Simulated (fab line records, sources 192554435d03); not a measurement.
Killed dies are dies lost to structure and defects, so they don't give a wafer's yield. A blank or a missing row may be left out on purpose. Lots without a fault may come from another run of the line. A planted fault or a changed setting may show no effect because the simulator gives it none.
Which tool did it? | flow n5_finfet | 10 lots, 30 wafers sampled, at 6 steps of a route of 1938

WHAT THE GAUGES READ, wafer by wafer
N5_BEOL_M1_RS_MEAS_58: measures by four-point-probe. Usual: M1_RS 0.67 ohm/sq, standard deviation 0.035.
lot  | measured     | on            | M1_RS (ohm/sq) | flag
L366 | day 7 11:38  | film_metro-01 | 0.69 0.66 0.67 |
L368 | day 7 12:36  | film_metro-02 | 0.72 0.73 0.72 |
L367 | day 7 13:21  | film_metro-01 | 0.70 0.70 0.70 |
L369 | day 7 17:47  | film_metro-01 | 0.65 0.67 0.62 |
L373 | day 9 01:43  | film_metro-01 | 0.64 0.68 0.64 |
L381 | day 11 12:38 | film_metro-02 | 0.67 0.62 0.61 |
L382 | day 11 15:38 | film_metro-01 | 0.67 0.64 0.66 |
L383 | day 11 19:48 | film_metro-02 | 0.74 0.66 0.69 |
L384 | day 11 22:49 | film_metro-01 | 0.68 0.70 0.65 |
L386 | day 12 11:49 | film_metro-02 | 0.69 0.66 0.63 |

N5_BEOL_M1_INSPECT_59: inspects for defects (darkfield). Usual: raw_defect_count 76, standard deviation 28.
lot  | measured     | on                | raw_defect_count | flag
L366 | day 7 11:40  | defect_inspect-01 | 49 36 67         |
L368 | day 7 12:38  | defect_inspect-02 | 80 87 133        |
L367 | day 7 13:22  | defect_inspect-01 | 61 59 44         |
L369 | day 7 17:48  | defect_inspect-02 | 80 57 69         |
L373 | day 9 01:44  | defect_inspect-02 | 73 59 44         |
L381 | day 11 12:40 | defect_inspect-02 | 46 37 70         |
L382 | day 11 15:40 | defect_inspect-01 | 23 39 39         |
L383 | day 11 19:50 | defect_inspect-02 | 43 28 75         |
L384 | day 11 22:51 | defect_inspect-01 | 74 58 63         |
L386 | day 12 11:51 | defect_inspect-02 | 41 79 73         |

N5_BEOL_M2_INSPECT_13: inspects for defects (brightfield). Usual: raw_defect_count 413, standard deviation 100.
lot  | measured     | on                | raw_defect_count | flag
L366 | day 7 12:55  | defect_inspect-02 | 314 260 366      |
L368 | day 7 13:20  | defect_inspect-02 | 420 461 498      |
L367 | day 7 17:36  | defect_inspect-01 | 333 343 234      |
L369 | day 7 18:32  | defect_inspect-01 | 1108 1154 1081   | OFF
L373 | day 9 04:31  | defect_inspect-01 | 1324 1250 1210   | OFF
L381 | day 11 15:26 | defect_inspect-01 | 320 211 462      |
L382 | day 11 18:37 | defect_inspect-01 | 307 307 336      |
L383 | day 11 22:02 | defect_inspect-01 | 333 270 351      |
L384 | day 12 00:00 | defect_inspect-02 | 515 322 461      |
L386 | day 12 14:22 | defect_inspect-01 | 234 429 322      |

N5_BEOL_M4_RC_MEAS_101. Usual: DIBL_N 36.3 mV/V, standard deviation 1.6; DIBL_P 36.4 mV/V, standard deviation 2.1; IOFF_N 0.16 nA/um, standard deviation 0.032; IOFF_P 0.22 nA/um, standard deviation 0.044; ION_N 675 uA/um, standard deviation 12; ION_P 463 uA/um, standard deviation 8.3; SS_N 71.6 mV/dec, standard deviation 0.64; SS_P 73.3 mV/dec, standard deviation 0.67; VT_N 250 mV, standard deviation 3.3; VT_P -250 mV, standard deviation 3.7.
lot  | measured     | on        | DIBL_N (mV/V)  | DIBL_P (mV/V)  | IOFF_N (nA/um) | IOFF_P (nA/um) | ION_N (uA/um) | ION_P (uA/um) | SS_N (mV/dec)  | SS_P (mV/dec)  | VT_N (mV)   | VT_P (mV)      | flag
L366 | day 9 17:16  | prober-01 | 37.6 35.8 35.0 | 38.7 35.3 35.0 | 0.17 0.13 0.12 | 0.21 0.16 0.16 | 675 672 666   | 462 452 455   | 72.0 71.6 70.9 | 73.9 72.1 72.7 | 248 252 252 | -250 -256 -255 |
L368 | day 10 02:59 | prober-01 | 36.7 36.5 37.5 | 36.5 36.4 37.5 | 0.17 0.16 0.18 | 0.22 0.20 0.22 | 675 664 682   | 470 455 469   | 71.0 71.4 72.1 | 73.9 72.9 74.1 | 248 251 248 | -249 -251 -248 |
L367 | day 10 10:26 | prober-02 | 38.8 35.0 36.4 | 38.2 33.1 35.1 | 0.18 0.12 0.15 | 0.23 0.16 0.20 | 684 666 686   | 466 455 464   | 71.7 70.6 71.9 | 73.9 73.1 73.5 | 252 256 251 | -247 -255 -251 |
L369 | day 10 16:30 | prober-02 | 36.3 35.1 37.4 | 35.5 33.6 36.4 | 0.15 0.13 0.18 | 0.19 0.17 0.21 | 674 667 694   | 463 462 471   | 70.6 70.5 71.2 | 73.7 73.0 72.5 | 251 250 246 | -251 -252 -254 |
L373 | day 11 17:00 | prober-02 | 35.4 37.9 36.7 | 35.7 38.7 37.3 | 0.15 0.21 0.18 | 0.18 0.23 0.20 | 665 697 674   | 457 468 454   | 71.2 71.7 71.2 | 72.8 74.1 73.0 | 251 246 249 | -254 -250 -251 |
L381 | day 13 20:44 | prober-01 | 38.0 33.7 34.7 | 37.5 32.2 33.5 | 0.20 0.12 0.13 | 0.26 0.17 0.18 | 699 654 674   | 471 452 461   | 72.3 70.6 71.4 | 74.3 72.7 74.0 | 246 253 251 | -244 -250 -251 |
L382 | day 14 11:29 | prober-02 | 34.9 37.0 37.3 | 35.0 37.8 37.6 | 0.14 0.18 0.18 | 0.19 0.24 0.23 | 666 681 685   | 465 469 467   | 71.3 71.4 71.3 | 72.3 73.3 73.4 | 251 246 244 | -251 -247 -249 |
L383 | day 14 05:22 | prober-02 | 34.3 34.8 33.7 | 32.5 33.8 31.3 | 0.10 0.12 0.09 | 0.13 0.14 0.12 | 642 676 651   | 435 460 442   | 70.7 71.0 70.2 | 72.8 73.8 71.9 | 257 253 258 | -258 -256 -259 |
L384 | day 14 09:46 | prober-01 | 34.4 35.5 38.4 | 34.3 36.6 40.4 | 0.15 0.17 0.24 | 0.21 0.25 0.32 | 678 699 690   | 465 479 468   | 71.0 72.3 72.9 | 72.0 73.0 74.0 | 246 247 243 | -247 -246 -243 |
L386 | day 15 18:29 | prober-02 | 35.4 34.7 40.7 | 36.1 35.6 41.8 | 0.13 0.13 0.24 | 0.16 0.16 0.26 | 665 662 697   | 456 456 463   | 71.8 71.1 73.0 | 72.6 73.2 74.2 | 254 252 245 | -253 -256 -247 |

WHICH TOOL RAN EACH LOT (tool, then ch and the chambers of the sampled wafers, then the start)
lot  | N5_BEOL_M1_PRE_CLEAN_60         | N5_BEOL_M2_PECVD_72
L366 | cvd_co-01 ch 0,1, day 7 11:23   | pecvd-04 ch 0,1, day 7 11:49
L368 | cvd_co-02 ch 0,1, day 7 12:22   | pecvd-04 ch 0, day 7 12:46
L367 | cvd_co-02 ch 0,2, day 7 13:05   | pecvd-04 ch 0,1, day 7 13:32
L369 | cvd_co-01 ch 1,2, day 7 17:33   | pecvd-04 ch 0,1, day 7 17:58
L373 | cvd_co-02 ch 0,1,2, day 9 01:29 | pecvd-04 ch 0,1, day 9 01:53
L381 | cvd_co-02 ch 0,2, day 11 12:25  | pecvd-01 ch 0,2, day 11 12:48
L382 | cvd_co-02 ch 0,2, day 11 15:25  | pecvd-01 ch 0,2, day 11 15:49
L383 | cvd_co-01 ch 0,1, day 11 19:32  | pecvd-01 ch 1,2, day 11 19:58
L384 | cvd_co-01 ch 0,1, day 11 22:32  | pecvd-04 ch 0,1, day 11 22:59
L386 | cvd_co-02 ch 1,2, day 12 11:36  | pecvd-01 ch 0,1,2, day 12 11:59
- N5_BEOL_M1_PRE_CLEAN_60: time 15 s.
- N5_BEOL_M2_PECVD_72: deposits SiO2 from TEOS/O2, target thk 16 nm, time 18 s.

WHAT THE TOOLS THEMSELVES READ (means of the sampled wafers that have a number; where no wafer has one, the mark that the record gives instead)
N5_BEOL_M1_PRE_CLEAN_60. Usual: heater_power_w 104 W, standard deviation 10.
lot  | tool      | heater_power_w (W) | flag
L366 | cvd_co-01 | 104                |
L368 | cvd_co-02 | 112                |
L367 | cvd_co-02 | 110                |
L369 | cvd_co-01 | 106                |
L373 | cvd_co-02 | 104                |
L381 | cvd_co-02 | 112                |
L382 | cvd_co-02 | 103                |
L383 | cvd_co-01 | 106                |
L384 | cvd_co-01 | 104                |
L386 | cvd_co-02 | 94                 |

N5_BEOL_M2_PECVD_72. Usual: heater_power_w 704 W, standard deviation 89; showerhead_plenum_p_Torr 8.76 Torr, standard deviation 0.075; throttle_valve_pct 22.2 %, standard deviation 0.95.
lot  | tool     | heater_power_w (W) | showerhead_plenum_p_Torr (Torr) | throttle_valve_pct (%) | flag
L366 | pecvd-04 | 691                | 8.81                            | 21.9                   |
L368 | pecvd-04 | 635                | 8.79                            | 23.2                   |
L367 | pecvd-04 | 649                | 8.80                            | 22.1                   |
L369 | pecvd-04 | 621                | 8.79                            | 22.5                   |
L373 | pecvd-04 | 709                | 8.82                            | 22.1                   |
L381 | pecvd-01 | 675                | 8.73                            | 22.3                   |
L382 | pecvd-01 | 721                | 8.75                            | 22.9                   |
L383 | pecvd-01 | 665                | 8.67                            | 21.4                   |
L384 | pecvd-04 | 621                | 8.82                            | 22.0                   |
L386 | pecvd-01 | 732                | 8.72                            | 22.1                   |

THE ANSWER, worked out from the rows above alone
Rule: a lot is off if the mean of its wafers that have a number lies more than 3 standard deviations from the usual mean. A lot without any number at a reading at which 4 lots or more have one is off too. The other lots that the step has rows for count as sound. The gauges are gone through in route order, then the tools' own readings, and for those a lot's mean is taken as printed above. The first step at which some lot is off is used, and at that step the reading that is off furthest; a lot without a number counts as furthest.
Off: L369, L373, at N5_BEOL_M2_INSPECT_13 (raw_defect_count).
A tool fits if, at a process step before that reading, it ran every lot that is off, and no sound lot after the first of them. The gauges at N5_BEOL_M2_INSPECT_13 are tried like those tools. None of those tried fits.

WHAT THE SIMULATOR HAD PUT IN
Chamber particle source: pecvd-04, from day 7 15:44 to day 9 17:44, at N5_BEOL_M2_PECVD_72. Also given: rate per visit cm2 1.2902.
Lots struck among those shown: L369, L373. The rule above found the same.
